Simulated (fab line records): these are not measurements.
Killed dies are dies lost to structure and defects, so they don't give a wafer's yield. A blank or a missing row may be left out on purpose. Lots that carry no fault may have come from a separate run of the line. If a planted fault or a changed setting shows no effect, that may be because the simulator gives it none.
The tool behind it: which one? + flow n5-finfet + 24 wafers from 8 lots sampled at 2 of the route's 1938 steps

WHAT THE GAUGES SHOWED, per wafer
N5_BEOL_M4_RC_MEAS_101.
| lot  | measured     | on        | DIBL_N (mV/V)  | DIBL_P (mV/V)  | IOFF_N (nA/um)    | IOFF_P (nA/um) | ION_N (uA/um) | ION_P (uA/um) | SS_N (mV/dec)  | SS_P (mV/dec)  | VT_N (mV)   | VT_P (mV)      |
|------|--------------|-----------|----------------|----------------|-------------------|----------------|---------------|---------------|----------------|----------------|-------------|----------------|
| L920 | day 8 13:14  | prober-02 | 36.0 34.5 36.4 | 37.2 34.3 36.9 | 0.162 0.130 0.145 | 0.23 0.19 0.22 | 693 667 659   | 478 460 457   | 71.3 71.4 72.1 | 72.9 72.8 73.6 | 252 253 252 | -252 -250 -250 |
| L923 | day 9 12:04  | prober-01 | 37.1 35.5 35.7 | 38.5 35.8 36.4 | 0.212 0.180 0.170 | 0.25 0.21 0.21 | 682 694 678   | 468 470 462   | 72.3 72.4 72.6 | 73.9 72.8 73.1 | 246 246 248 | -248 -249 -249 |
| L926 | day 9 22:53  | prober-01 | 35.4 37.5 36.1 | 34.6 37.5 35.6 | 0.153 0.210 0.158 | 0.18 0.21 0.18 | 678 689 671   | 460 465 453   | 71.9 71.5 71.5 | 72.6 73.6 72.5 | 250 245 249 | -254 -251 -253 |
| L927 | day 10 10:15 | prober-02 | 37.5 35.7 35.2 | 40.1 38.1 36.2 | 0.170 0.151 0.130 | 0.22 0.20 0.16 | 682 666 657   | 463 461 447   | 71.9 72.4 71.7 | 73.5 73.6 73.6 | 251 250 251 | -251 -252 -257 |
| L932 | day 12 01:44 | prober-01 | 37.8 36.9 35.8 | 38.8 37.7 36.3 | 0.196 0.180 0.148 | 0.22 0.21 0.19 | 677 685 670   | 460 464 461   | 71.7 71.3 71.3 | 73.6 73.5 73.9 | 245 247 249 | -248 -250 -252 |
| L936 | day 12 22:46 | prober-02 | 35.4 36.2 35.8 | 35.2 34.6 35.9 | 0.142 0.146 0.151 | 0.17 0.16 0.18 | 675 669 684   | 463 446 466   | 71.0 71.2 71.3 | 72.1 73.0 73.0 | 249 252 252 | -251 -256 -254 |
| L937 | day 13 01:34 | prober-02 | 36.3 35.6 35.4 | 36.5 36.2 35.1 | 0.160 0.138 0.140 | 0.20 0.20 0.19 | 671 660 673   | 456 451 459   | 72.0 71.5 70.9 | 74.1 73.5 74.4 | 248 254 252 | -253 -255 -253 |
| L938 | day 13 07:11 | prober-02 | 34.0 36.4 36.2 | 34.6 37.1 37.3 | 0.139 0.179 0.174 | 0.20 0.24 0.25 | 679 669 674   | 465 466 467   | 71.0 72.0 71.8 | 72.8 73.6 73.0 | 250 247 248 | -249 -243 -245 |

N5_MIM_BOT_LITHO_INSPECT_12: inspects for defects (macro).
| lot  | measured     | on                | raw-defect-count |
|------|--------------|-------------------|------------------|
| L920 | day 12 02:11 | defect-inspect-02 | 1 3 2            |
| L923 | day 12 23:55 | defect-inspect-01 | 6 1 5            |
| L926 | day 13 16:36 | defect-inspect-01 | 2 3 2            |
| L927 | day 14 05:56 | defect-inspect-02 | 3 3 1            |
| L932 | day 15 20:13 | defect-inspect-01 | 4 1 4            |
| L936 | day 16 21:08 | defect-inspect-02 | 1 2 1            |
| L937 | day 16 22:40 | defect-inspect-01 | 4 0 4            |
| L938 | day 17 02:26 | defect-inspect-01 | 1 2 2            |

EACH LOT AND THE TOOL THAT RAN IT (in order: tool; ch and the chambers of the sampled wafers; start)
Record: no process step prior to these readings.

AS READ BY THE TOOLS THEMSELVES (means over the sampled wafers that have a number; for cases with no such wafer, the mark the record gives instead)
The record holds no such reading with a usual standard deviation.

THE ANSWER, worked out from the rows above alone
Rule: the usual values come from the lots themselves. Put in order of their means at a reading, lots are off if they are a third of the lots or fewer, leave a main group of 4 or more, and stand apart from it by a gap of 3 or more times the standard deviation of the main group's means; of several such gaps the widest counts. If all means in a main group match to the digits the tables above print for the reading, that group is not used. Also off: a lot with no number at a reading for which 4 or more lots have one. Any other lot the step has rows for is counted as sound. The gauges are gone through in route order, then the tools' own readings, and for those a lot's mean is taken as printed above. The first step at which some lot is off is used, and at that step the reading that is off furthest; a lot without a number counts as furthest.
None of the lots is off at any reading shown; this tells nothing.

WHAT THE SIMULATOR PUT IN
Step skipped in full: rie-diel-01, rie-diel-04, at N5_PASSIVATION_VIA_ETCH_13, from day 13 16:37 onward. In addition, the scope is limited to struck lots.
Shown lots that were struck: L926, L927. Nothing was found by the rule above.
